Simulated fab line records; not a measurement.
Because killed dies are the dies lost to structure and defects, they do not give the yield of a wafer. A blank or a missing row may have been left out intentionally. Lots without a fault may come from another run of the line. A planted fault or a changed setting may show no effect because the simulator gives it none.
Problem report in the 8D (eight disciplines) form, filled by code || flow n5Finfet || the parts of the form that need people (team, actions taken, sign-off) are left out

## 1. WHAT IS WRONG
killed_at_M4_up at N5_PASSIVATION_PROBE_49 reads a mean of 88 on 2 wafers of 2 lots; wafers without a fault read 13 with a standard deviation of 4. That puts it +19 standard deviations away from the usual mean.
Earliest sighting: wafer L300.5 on prober-02 at day 16 02:07. At this step, 6 wafers from 2 lots have a number in the record. The rule behind "out" and "out of limits": a value lying over 4 standard deviations away from the usual mean. All remaining wafers that have a number are taken as sound.

## 2. WHAT IT IS, WHAT IT ISN'T
{"question": "which readings at this step", "is": "killed_at_M4_up, defectLimitedYield, killedDies, killedOnRim, sortNPass, sortYieldPct", "is not": "killed_at_M0_to_M3, killedAtContacts, killedAtFrontEnd, killedAtOther, killedOpen, killedShort, sort_bin_6_memory"}
{"question": "which lots", "is": "L300, L301", "is not": "-"}
{"question": "which wafers of those lots", "is": "L300.5, L301.6", "is not": "L300.1, L300.3, L301.2, L301.4"}
{"question": "read on which tools", "is": "prober-01, prober-02", "is not": "-"}
{"question": "when", "is": "from day 16 02:07", "is not": "up to then (2 sound wafers); but 2 sound wafers of L301 came after"}

## 3. SUSPECTS, AND WHAT RULES EACH OUT
Counting: a tool at a process step up to the reading stays a suspect if it ran every lot that is out. Sound lots after the first of them don't rule it out here, since some wafers of a struck lot are sound.
- cvdCo-01 at N5_BEOL_M6_CVD_78 (deposits Co from CCTBA/H2, target thk 2 nm, time 142.3 s): kept. It ran every lot that is out, first L300 (day 12 06:24).
- aldHk-02 at N5_MIM_TOP_ALD_01 (deposits HfO2, target thk 5.6 nm, pulse time 1 s, purge time 3 s): kept. It ran every lot that is out, first L300 (day 15 14:03). Because N5_MIM_TOP_ALD_01 lacks a start for some lots, the hours and order of its lots are taken from N5_MIM_BOT_ETCH_ETCH_03.
- At N5_BEOL_M6_CVD_78, inside cvdCo-01: chamber 2 took the wafers that are out, while their sound lot-mates went through chambers 0, 1.
After counting, cvdCo-01 at N5_BEOL_M6_CVD_78 and aldHk-02 at N5_MIM_TOP_ALD_01 remain.

## 4. THE CAUSE (what the simulator had put in)
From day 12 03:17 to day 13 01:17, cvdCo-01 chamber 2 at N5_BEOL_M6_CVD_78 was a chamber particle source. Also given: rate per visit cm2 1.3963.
This tool is one of the 2 suspects left after counting.

## 5. THE CHAIN OF EFFECTS, in route order
Each row: a reading whose mean over the struck wafers that have a number lies more than 3 standard deviations from the usual. Only readings whose record carries a usual standard deviation are examined. hours: median over the lots of the time between each lot's start at the first step of this table that gives one and its start at this step. sigmas: the change, counted in usual standard deviations.
{"hours": 0, "step": "N5_PASSIVATION_PROBE_49", "reading": "defectLimitedYield", "usual": "91.5 %", "on struck wafers": 85.1, "change": -6.4, "sigmas": -5.0}
{"hours": 0, "step": "N5_PASSIVATION_PROBE_49", "reading": "killed_at_M4_up", "usual": 13, "on struck wafers": 88, "change": "+74", "sigmas": "+19"}
{"hours": 0, "step": "N5_PASSIVATION_PROBE_49", "reading": "killedDies", "usual": 100, "on struck wafers": 176, "change": "+76", "sigmas": "+5.1"}
{"hours": 0, "step": "N5_PASSIVATION_PROBE_49", "reading": "killedOnRim", "usual": 13, "on struck wafers": 32, "change": "+18", "sigmas": "+4.6"}
{"hours": 0, "step": "N5_PASSIVATION_PROBE_49", "reading": "sort_bin_5_function", "usual": "5.0 %", "on struck wafers": 8.6, "change": "+3.6", "sigmas": "+4.0"}
{"hours": 0, "step": "N5_PASSIVATION_PROBE_49", "reading": "sortNPass", "usual": 1080, "on struck wafers": 1004, "change": -76, "sigmas": -5.1}
{"hours": 0, "step": "N5_PASSIVATION_PROBE_49", "reading": "sortYieldPct", "usual": "91.5 %", "on struck wafers": 85.1, "change": -6.4, "sigmas": -5.0}
Process steps it contains:
- N5_PASSIVATION_PROBE_49

## 6. HOW IT WOULD HAVE BEEN CAUGHT EARLIER
The fault began at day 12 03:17; the first out-of-limits reading in this record came at day 16 02:07, 95 hours later.
Lots out: 2; all had begun N5_BEOL_M6_CVD_78 on cvdCo-01 by day 16 02:07. Holding the tool at that point would not have protected any of them.
